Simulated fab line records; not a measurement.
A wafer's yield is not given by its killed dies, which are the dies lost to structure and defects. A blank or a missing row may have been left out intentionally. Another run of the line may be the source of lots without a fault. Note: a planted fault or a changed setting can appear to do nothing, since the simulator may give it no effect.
Chamber matching -- flow n5 finfet -- N5_BEOL_M1_VIA_ETCH_34 on rie diel-01 has 4 sister chambers
The step etches the open film in C4F6/O2, target depth 67.8 nm, time 64.4 s. 20 wafers are shown with their chamber, then 10 later ones without.

== WAFERS WITH THEIR CHAMBER ==
wafer,chamber,showerhead plenum p Torr (Torr),throttle valve pct (%),drypump motor current A (A)
L076.3,0,2.88,30.97,5.4
L076.4,3,2.97,30.65,5.9
L076.5,2,2.84,30.49,5.6
L077.2,0,2.88,30.97,5.4
L077.3,1,2.80,30.85,6.4
L077.6,1,2.80,30.85,6.5
L079.3,3,2.97,30.64,5.9
L079.4,0,2.87,30.97,5.4
L079.6,2,2.84,30.52,5.6
L083.2,1,2.80,30.85,6.4
L083.3,0,2.87,30.97,5.3
L083.5,0,2.87,30.98,5.4
L084.1,2,2.84,30.52,5.6
L084.3,1,2.80,30.85,6.4
L084.6,0,2.87,30.97,5.4
L086.1,2,2.84,30.53,5.6
L086.4,3,2.96,30.65,5.9
L086.5,3,2.96,30.65,5.9
L091.1,0,2.87,30.98,5.4
L091.3,3,2.96,30.67,5.9

SIGNATURES (averages over the wafers above)
reading,chamber 0,chamber 1,chamber 2,chamber 3,scatter within a chamber
showerhead plenum p Torr,2.8729,2.8000,2.8400,2.9640,0.00405
throttle valve pct,30.9729,30.8500,30.5150,30.6520,0.00976
drypump motor current A,5.386,6.425,5.600,5.900,0.0317
Rule: distance of a wafer from a chamber = root of the sum over the readings of ((wafer's reading minus chamber's mean) / reading's scatter) squared. If the next closest chamber is less than 2 further off than the closest, the wafer can't be placed; otherwise it belongs to the closest. The scatter is the square root of a quotient: the sum, over the shown wafers, of each reading's squared deviation from its chamber's mean, divided by wafers minus chambers.

== WAFERS WHOSE CHAMBER IS MISSING ==
wafer,showerhead plenum p Torr (Torr),throttle valve pct (%),drypump motor current A (A)
L091.6,2.83,30.51,5.6
L092.2,2.86,30.99,5.4
L092.4,2.83,30.54,5.6
L092.6,2.83,30.53,5.6
L095.1,2.95,30.69,5.9
L095.3,2.86,31.00,5.4
L095.5,2.83,30.55,5.6
L097.2,2.83,30.53,5.6
L097.4,2.79,30.87,6.4
L097.6,2.79,30.89,6.5

== WHICH CHAMBER EACH WENT THROUGH ==
wafer,from the rows above,in truth
L091.6,2,2
L092.2,0,0
L092.4,2,2
L092.6,2,2
L095.1,3,3
L095.3,0,0
L095.5,2,2
L097.2,2,2
L097.4,1,1
L097.6,1,1
Correct placement for 10 of the 10. Left unplaced by these rows: 0. Wrongly placed: 0.
